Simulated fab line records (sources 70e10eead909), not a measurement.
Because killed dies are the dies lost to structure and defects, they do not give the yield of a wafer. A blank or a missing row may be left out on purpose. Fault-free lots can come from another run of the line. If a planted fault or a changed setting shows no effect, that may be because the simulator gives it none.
Which of the tools did it? + flow nand-harc + 33 wafers from 11 lots sampled at 5 of the route's 1159 steps

WHAT THE GAUGES SHOWED, per wafer
NHARC_END_SORT_01. Usual: killed-at-array 29, standard deviation 10; killed-at-other 0.7, standard deviation 1.1; killed-at-periphery 3.3, standard deviation 2.4; killed-dies 33, standard deviation 11; killed-open 3.3, standard deviation 2; killed-short 1.9, standard deviation 1.3.
| lot  | measured     | on        | killed-at-array | killed-at-other | killed-at-periphery | killed-dies | killed-open | killed-short | flag |
|------|--------------|-----------|-----------------|-----------------|---------------------|-------------|-------------|--------------|------|
| L618 | day 23 12:39 | prober-02 | 35 373 26       | 2 1 0           | 5 12 4              | 42 386 30   | 4 1 3       | 4 1 0        | OFF  |
| L617 | day 23 12:43 | prober-01 | 410 35 29       | 3 5 1           | 8 6 5               | 421 46 35   | 4 3 3       | 2 2 2        | OFF  |

WHICH TOOL RAN EACH LOT (tool, then ch and the chambers of the sampled wafers, then the start)
| lot  | NHARC_A_STAIRCASE_TRIM_191         | NHARC_A_STAIRCASE_ETCH_192                    | NHARC_A_STAIRCASE_TRIM_198                    | NHARC_A_STAIRCASE_ETCH_201                    |
|------|------------------------------------|-----------------------------------------------|-----------------------------------------------|-----------------------------------------------|
| L610 | rie-diel-02 ch 0,2, day 11 16:31   | rie-diel-02 ch 0,1,3, no start                | rie-diel-02 ch 1,2,3, no start                | rie-diel-02 ch 1,2,3, no start                |
| L608 | rie-diel-01 ch 1,3, day 11 18:32   | rie-diel-01 ch 1,2,3, no start                | rie-diel-01 ch 0,2,3, no start                | rie-diel-01 ch 0,2, no start                  |
| L607 | rie-diel-01 ch 0,2,3, day 11 22:44 | rie-diel-01 ch 1,2,3, no start                | rie-diel-01 ch 1,3, no start                  | rie-diel-01 ch 0,1,2, no start                |
| L609 | rie-diel-02 ch 0,2,3, day 12 04:45 | rie-diel-02 ch 1,2, no start                  | rie-diel-02 ch 0,1, no start                  | rie-diel-02 ch 1,2, no start                  |
| L612 | rie-diel-02 ch 1,3, day 12 17:04   | rie-diel-02 ch 0,1,2, no start                | rie-diel-02 ch 0,2, no start                  | rie-diel-02 ch 0,2, no start                  |
| L619 | rie-diel-06 ch 0,1,3, day 14 17:31 | rie-diel-06 ch 0,2,3, no start                | rie-diel-06 ch 0,2,3, no start                | rie-diel-06 ch 0,2,3, no start                |
| L618 | rie-diel-06 ch 0,1,2, day 14 20:59 | rie-diel-06 ch 0,2,3, day 23 12:39 or earlier | rie-diel-06 ch 1,2,3, day 23 12:39 or earlier | rie-diel-06 ch 1,2,3, day 23 12:39 or earlier |
| L617 | rie-diel-06 ch 0,2,3, day 14 21:40 | rie-diel-06 ch 0,1,2, day 23 12:43 or earlier | rie-diel-01 ch 0,3, day 23 12:43 or earlier   | rie-diel-01 ch 0,2, day 23 12:43 or earlier   |
| L622 | rie-diel-02 ch 0,1,3, day 15 06:39 | rie-diel-02 ch 0,3, no start                  | rie-diel-06 ch 0,2,3, no start                | rie-diel-06 ch 0,1,2, no start                |
| L623 | rie-diel-01 ch 0,2,3, day 15 10:32 | rie-diel-01 ch 0,2,3, no start                | rie-diel-06 ch 0,1,3, no start                | rie-diel-06 ch 0,1,2, no start                |
| L627 | rie-diel-01 ch 0,1,3, day 16 07:53 | rie-diel-01 ch 0,1,2, no start                | rie-diel-06 ch 0,1,2, no start                | rie-diel-06 ch 1,2,3, no start                |
- NHARC_A_STAIRCASE_TRIM_191: chemistry O2, time 211.2 s.
- NHARC_A_STAIRCASE_ETCH_192: etches the open film in C4F8/O2, target depth 100 nm, time 40.5 s.
- NHARC_A_STAIRCASE_TRIM_198: chemistry O2, time 211.2 s.
- NHARC_A_STAIRCASE_ETCH_201: etches the open film in C4F8/O2, target depth 100 nm, time 40.5 s.

WHAT THE TOOLS THEMSELVES READ (means of the sampled wafers that have a number; where no wafer has one, the mark that the record gives instead)
NHARC_A_STAIRCASE_TRIM_191. Usual: drypump-motor-current-A is 5.8 A with standard deviation 0.46, mfc-ar-sccm is 0.007 sccm with standard deviation 0.013, oes-product-au is 0.995 a.u. with standard deviation 0.011, rf-vpp-V is 57.7 V with standard deviation 0.86, run-length-s is 232.5 s with standard deviation 0.35, showerhead-plenum-p-Torr is 3.49 Torr with standard deviation 0.12, and throttle-valve-pct is 17.035 % with standard deviation 0.0087.
| lot  | tool        | drypump-motor-current-A (A) | mfc-ar-sccm (sccm) | oes-product-au (a.u.) | rf-vpp-V (V) | run-length-s (s) | showerhead-plenum-p-Torr (Torr) | throttle-valve-pct (%) | flag |
|------|-------------|-----------------------------|--------------------|-----------------------|--------------|------------------|---------------------------------|------------------------|------|
| L610 | rie-diel-02 | 5.8                         | 0.005              | 0.991                 | 56.7         | 232.5            | 3.42                            | 17.037                 |      |
| L608 | rie-diel-01 | 6.1                         | 0.000              | 1.006                 | 58.6         | 233.1            | 3.61                            | 17.042                 |      |
| L607 | rie-diel-01 | 5.9                         | 0.000              | 0.994                 | 57.7         | 232.7            | 3.65                            | 17.038                 |      |
| L609 | rie-diel-02 | 5.9                         | 0.017              | 0.988                 | 57.1         | 232.4            | 3.38                            | 17.035                 |      |
| L612 | rie-diel-02 | 6.0                         | 0.027              | 1.002                 | 58.0         | 232.1            | 3.45                            | 17.041                 |      |
| L619 | rie-diel-06 | 5.7                         | 0.000              | 0.988                 | 57.5         | 232.3            | 3.49                            | 17.034                 |      |
| L618 | rie-diel-06 | 5.5                         | 0.006              | 0.983                 | 57.2         | 257.4            | 3.49                            | 17.033                 | OFF  |
| L617 | rie-diel-06 | 6.0                         | 0.006              | 0.991                 | 58.0         | 257.7            | 3.49                            | 17.037                 | OFF  |
| L622 | rie-diel-02 | 6.0                         | 0.015              | 0.988                 | 57.6         | 232.1            | 3.45                            | 17.030                 |      |
| L623 | rie-diel-01 | 5.9                         | 0.000              | 1.001                 | 58.4         | 232.9            | 3.63                            | 17.039                 |      |
| L627 | rie-diel-01 | 5.8                         | 0.000              | 1.005                 | 57.6         | 233.0            | 3.57                            | 17.032                 |      |

NHARC_A_STAIRCASE_ETCH_192. Usual: oes-product-au 0.932 a.u., standard deviation 0.012; rf-fwd-power-W 593 W, standard deviation 3.1; rf-vpp-V 895 V, standard deviation 4.4.
| lot  | tool        | oes-product-au (a.u.) | rf-fwd-power-W (W) | rf-vpp-V (V) | flag |
|------|-------------|-----------------------|--------------------|--------------|------|
| L610 | rie-diel-02 | 0.910                 | 594                | 894          |      |
| L608 | rie-diel-01 | 0.937                 | 592                | 898          |      |
| L607 | rie-diel-01 | 0.951                 | 595                | 899          |      |
| L609 | rie-diel-02 | 0.935                 | 594                | 899          |      |
| L612 | rie-diel-02 | 0.939                 | 594                | 895          |      |
| L619 | rie-diel-06 | 0.926                 | 590                | 895          |      |
| L618 | rie-diel-06 | 0.940                 | 589                | 895          |      |
| L617 | rie-diel-06 | 0.922                 | 591                | 894          |      |
| L622 | rie-diel-02 | 0.939                 | 593                | 889          |      |
| L623 | rie-diel-01 | 0.923                 | 597                | 900          |      |
| L627 | rie-diel-01 | 0.950                 | 595                | 897          |      |

NHARC_A_STAIRCASE_TRIM_198. Usual: drypump-motor-current-A is 5.8 A with standard deviation 0.46, mfc-ar-sccm is 0.007 sccm with standard deviation 0.012, oes-product-au is 0.994 a.u. with standard deviation 0.013, rf-vpp-V is 57.8 V with standard deviation 0.86, run-length-s is 232.5 s with standard deviation 0.37, showerhead-plenum-p-Torr is 3.51 Torr with standard deviation 0.12, and throttle-valve-pct is 17.037 % with standard deviation 0.0084.
| lot  | tool        | drypump-motor-current-A (A) | mfc-ar-sccm (sccm) | oes-product-au (a.u.) | rf-vpp-V (V) | run-length-s (s) | showerhead-plenum-p-Torr (Torr) | throttle-valve-pct (%) | flag |
|------|-------------|-----------------------------|--------------------|-----------------------|--------------|------------------|---------------------------------|------------------------|------|
| L610 | rie-diel-02 | 5.9                         | 0.015              | 0.986                 | 57.8         | 232.0            | 3.50                            | 17.042                 |      |
| L608 | rie-diel-01 | 5.9                         | 0.000              | 1.000                 | 58.2         | 233.0            | 3.65                            | 17.041                 |      |
| L607 | rie-diel-01 | 5.5                         | 0.000              | 1.004                 | 58.1         | 233.0            | 3.53                            | 17.044                 |      |
| L609 | rie-diel-02 | 6.0                         | 0.004              | 0.983                 | 57.2         | 232.4            | 3.46                            | 17.049                 |      |
| L612 | rie-diel-02 | 5.8                         | 0.005              | 0.980                 | 57.2         | 232.4            | 3.42                            | 17.032                 |      |
| L619 | rie-diel-06 | 6.0                         | 0.006              | 0.988                 | 57.9         | 232.5            | 3.49                            | 17.039                 |      |
| L618 | rie-diel-06 | 5.8                         | 0.006              | 1.002                 | 57.2         | 232.3            | 3.48                            | 17.037                 |      |
| L617 | rie-diel-01 | 6.3                         | 0.000              | 0.995                 | 57.9         | 233.1            | 3.66                            | 17.030                 |      |
| L622 | rie-diel-06 | 6.0                         | 0.006              | 0.992                 | 57.9         | 232.5            | 3.48                            | 17.039                 |      |
| L623 | rie-diel-06 | 5.7                         | 0.000              | 0.980                 | 58.2         | 232.4            | 3.48                            | 17.044                 |      |
| L627 | rie-diel-06 | 5.6                         | 0.006              | 0.988                 | 57.9         | 232.4            | 3.49                            | 17.036                 |      |

NHARC_A_STAIRCASE_ETCH_201. Usual: oes-product-au 0.937 a.u., standard deviation 0.014; rf-fwd-power-W 592 W, standard deviation 3.5; rf-vpp-V 896 V, standard deviation 4.1.
| lot  | tool        | oes-product-au (a.u.) | rf-fwd-power-W (W) | rf-vpp-V (V) | flag |
|------|-------------|-----------------------|--------------------|--------------|------|
| L610 | rie-diel-02 | 0.919                 | 594                | 895          |      |
| L608 | rie-diel-01 | 0.941                 | 594                | 900          |      |
| L607 | rie-diel-01 | 0.947                 | 594                | 898          |      |
| L609 | rie-diel-02 | 0.931                 | 592                | 898          |      |
| L612 | rie-diel-02 | 0.945                 | 593                | 892          |      |
| L619 | rie-diel-06 | 0.938                 | 589                | 894          |      |
| L618 | rie-diel-06 | 0.931                 | 594                | 895          |      |
| L617 | rie-diel-01 | 0.939                 | 594                | 900          |      |
| L622 | rie-diel-06 | 0.920                 | 589                | 895          |      |
| L623 | rie-diel-06 | 0.928                 | 590                | 894          |      |
| L627 | rie-diel-06 | 0.945                 | 591                | 894          |      |

THE ANSWER, worked out from the rows above alone
Rule: a lot is off if the mean of its wafers that have a number lies more than 3 standard deviations from the usual mean. A lot without any number at a reading at which 4 lots or more have one is off too. Any other lot the step has rows for is counted as sound. First the gauges in route order, then the tools' own readings, where a lot's mean is used as printed above. At the first step where some lot is off, the reading lying furthest off is the one used; lots without a number count as furthest.
Off, at NHARC_END_SORT_01 on killed-at-array: L618, L617. Neither off nor sound, because the step has no rows for them: L610, L608, L607, L609, L612, L619, L622, L623, L627.
A tool fits if, at a process step before that reading, it ran every lot that is off, and no sound lot after the first of them. The gauges at NHARC_END_SORT_01 aren't tried: what is off there is off at NHARC_A_STAIRCASE_TRIM_191 too, on other tools, and a gauge's error can't cause that. NHARC_A_STAIRCASE_ETCH_192: start missing for some lots; hours and lot order therefore follow NHARC_END_SORT_01. NHARC_A_STAIRCASE_TRIM_198: start missing for some lots; hours and lot order therefore follow NHARC_END_SORT_01. NHARC_A_STAIRCASE_ETCH_201: start missing for some lots; hours and lot order therefore follow NHARC_END_SORT_01. One fits: NHARC_A_STAIRCASE_TRIM_191 and NHARC_A_STAIRCASE_ETCH_192 on rie-diel-06. It ran no sound lot before its first lot that is off in this sample, so the start can't be narrowed down.

WHAT THE SIMULATOR HAD PUT IN
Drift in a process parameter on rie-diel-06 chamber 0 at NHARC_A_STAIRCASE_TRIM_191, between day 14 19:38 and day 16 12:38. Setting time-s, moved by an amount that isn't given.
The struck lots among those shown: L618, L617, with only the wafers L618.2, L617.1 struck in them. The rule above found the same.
